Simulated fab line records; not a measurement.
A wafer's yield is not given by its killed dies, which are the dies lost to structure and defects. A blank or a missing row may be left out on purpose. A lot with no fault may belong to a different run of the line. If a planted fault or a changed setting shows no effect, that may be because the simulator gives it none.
One fault seen from 2 desks :: flow n5-finfet :: only its own numbers are on each desk; what lay behind them is given at the end

THE METROLOGY DESK
What the gauges read for every lot (on any tool): the sampled wafers with a number, averaged. If a lot's mean is further than 4 standard deviations from the usual mean, the lot is out of limits and carries the mark OUT (the distance appears in the brackets). Shown are 7 of the 23 readings it has, namely the first that went out of limits plus those furthest out on some lot.
Columns: A = cd-nm at N5_STI_FIN_REVEAL_CD_MEAS_22, usual 6.28 nm; B = IOFF_N at N5_BEOL_M4_RC_MEAS_101, usual 0.156 nA/um; C = IOFF_N_85C at N5_BEOL_M4_RC_MEAS_101, usual 3.0 nA/um; D = IOFF_N_LIN at N5_BEOL_M4_RC_MEAS_101, usual 0.072 nA/um; E = IOFF_P at N5_BEOL_M4_RC_MEAS_101, usual 0.210 nA/um; F = IOFF_P_85C at N5_BEOL_M4_RC_MEAS_101, usual 3.6 nA/um; G = IOFF_P_LIN at N5_BEOL_M4_RC_MEAS_101, usual 0.099 nA/um
lot: L246
first seen here: day 2 18:34
A: 6.29
B: 0.159
C: 3.1
D: 0.074
E: 0.201
F: 3.5
G: 0.095

lot: L252
first seen here: day 4 06:58
A: 6.43
B: 0.159
C: 3.2
D: 0.074
E: 0.200
F: 3.5
G: 0.094

lot: L260
first seen here: day 6 09:27
A: 6.16
B: 0.168
C: 3.3
D: 0.076
E: 0.214
F: 3.7
G: 0.103

lot: L261
first seen here: day 6 12:19
A: 8.29 (+8.4) OUT
B: 0.835 (+31) OUT
C: 12.3 (+25) OUT
D: 0.373 (+34) OUT
E: 0.753 (+24) OUT
F: 10.6 (+21) OUT
G: 0.344 (+28) OUT

lot: L262
first seen here: day 6 18:41
A: 8.22 (+8.1) OUT
B: 0.793 (+29) OUT
C: 12.1 (+25) OUT
D: 0.378 (+34) OUT
E: 0.692 (+21) OUT
F: 9.8 (+19) OUT
G: 0.312 (+25) OUT

lot: L263
first seen here: day 7 00:40
A: 6.53
B: 0.166
C: 3.1
D: 0.076
E: 0.229
F: 3.9
G: 0.107

lot: L264
first seen here: day 7 07:50
A: 6.06
B: 0.127
C: 2.6
D: 0.061
E: 0.182
F: 3.2
G: 0.092

lot: L267
first seen here: day 8 01:12
A: 6.41
B: 0.168
C: 3.3
D: 0.079
E: 0.233
F: 3.9
G: 0.107
This desk finds L261, L262 out of limits, L261 being first, at day 6 12:19 (cd-nm at N5_STI_FIN_REVEAL_CD_MEAS_22). L246, L252, L260, L263, L264, L267 stayed within limits.

THE TOOL OWNER'S DESK: rie-si-04
The tool's own readings at N5_STI_FIN_REVEAL_ETCH_34 (etches Si in H2, material Si, target depth 0.97 nm): means of the sampled wafers that have a number, for each lot that ran on this tool. If a lot's mean is further than 4 standard deviations from the usual mean, the lot is out of limits and carries the mark OUT (the distance appears in the brackets).
Columns: A = chamber-pressure-mTorr at N5_STI_FIN_REVEAL_ETCH_34, usual 4.500 mTorr; B = drypump-motor-current-A at N5_STI_FIN_REVEAL_ETCH_34, usual 5.8 A; C = he-flow-sccm at N5_STI_FIN_REVEAL_ETCH_34, usual 142.5 sccm; D = oes-product-au at N5_STI_FIN_REVEAL_ETCH_34, usual 1.010 a.u.; E = throttle-valve-pct at N5_STI_FIN_REVEAL_ETCH_34, usual 25.8 %
lot: L252
first seen here: day 4 06:24
A: 4.497
B: 5.6
C: 142.8
D: 1.005
E: 25.8

lot: L260
first seen here: day 6 08:52
A: 4.502
B: 6.0
C: 142.3
D: 1.007
E: 25.6

lot: L263
first seen here: day 7 00:01
A: 4.501
B: 5.5
C: 142.6
D: 1.007
E: 25.8

lot: L267
first seen here: day 8 00:34
A: 4.502
B: 5.7
C: 142.2
D: 1.014
E: 25.6
This desk found nothing out of limits on any of the 4 lots.

ALL TOGETHER
An alarm was possible from the metrology desk at day 6 12:19, on L261, L262.
The tool owner's desk saw nothing out of limits.
The tool owner's desk has no number on record for L261, L262.
Of the lots named, all ran N5_STI_FIN_REVEAL_ETCH_34 on rie-si-04.

WHAT THE SIMULATOR PUT IN
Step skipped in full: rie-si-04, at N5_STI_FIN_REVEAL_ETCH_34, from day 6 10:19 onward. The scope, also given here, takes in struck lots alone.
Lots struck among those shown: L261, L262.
Delay in hours, fault start to first out-of-limits reading, per desk: metrology desk 2.
